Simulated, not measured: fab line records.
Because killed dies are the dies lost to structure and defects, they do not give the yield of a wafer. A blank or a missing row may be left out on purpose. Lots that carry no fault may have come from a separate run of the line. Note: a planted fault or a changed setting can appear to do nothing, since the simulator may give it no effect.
Matching of chambers | flow n5_finfet | N5_MOL_CONTACT_COAG_ETCH_48 on rie_diel-03: 4 sister chambers
The step etches SiOC in C4F6/O2, target depth 15 nm, overetch 4.5 nm, time 17 s. 4 wafers are shown with their chamber, then 11 later ones without.

## WAFERS, EACH WITH ITS CHAMBER
wafer  | chamber | showerhead_plenum_p_Torr (Torr)
L084.2 | 2       | 2.79
L085.3 | 3       | 2.81
L086.5 | 0       | 2.98
L089.1 | 1       | 2.91

## WAFERS WHOSE CHAMBER IS MISSING
wafer  | showerhead_plenum_p_Torr (Torr)
L089.2 | 2.98
L089.4 | 2.81
L092.2 | 2.91
L092.4 | 2.78
L092.6 | 2.91
L096.1 | 2.78
L096.2 | 2.91
L096.5 | 2.91
L097.2 | 2.77
L097.3 | 2.97
L097.4 | 2.90

## WHICH CHAMBER EACH WENT THROUGH
wafer  | from the rows above | in truth
L089.2 | 0                   | 0
L089.4 | 3                   | 3
L092.2 | 1                   | 1
L092.4 | 2                   | 2
L092.6 | 1                   | 1
L096.1 | 2                   | 2
L096.2 | 1                   | 1
L096.5 | 1                   | 1
L097.2 | 2                   | 2
L097.3 | 0                   | 0
L097.4 | 1                   | 1
11 of 11 placed correctly. Left unplaced by these rows: 0. Placed wrongly: 0.
How it was worked out, from the rows above alone: a wafer's distance from a chamber is the root of the sum, over the readings, of the square of ((its reading less the chamber's mean) divided by the reading's scatter). If the next closest chamber is less than 2 further off than the closest, the wafer can't be placed; otherwise it belongs to the closest. A chamber's mean is the mean of its shown wafers. The scatter: with one shown wafer a chamber, the root of the mean of the squares of how far each hidden wafer lies from its nearest shown one.
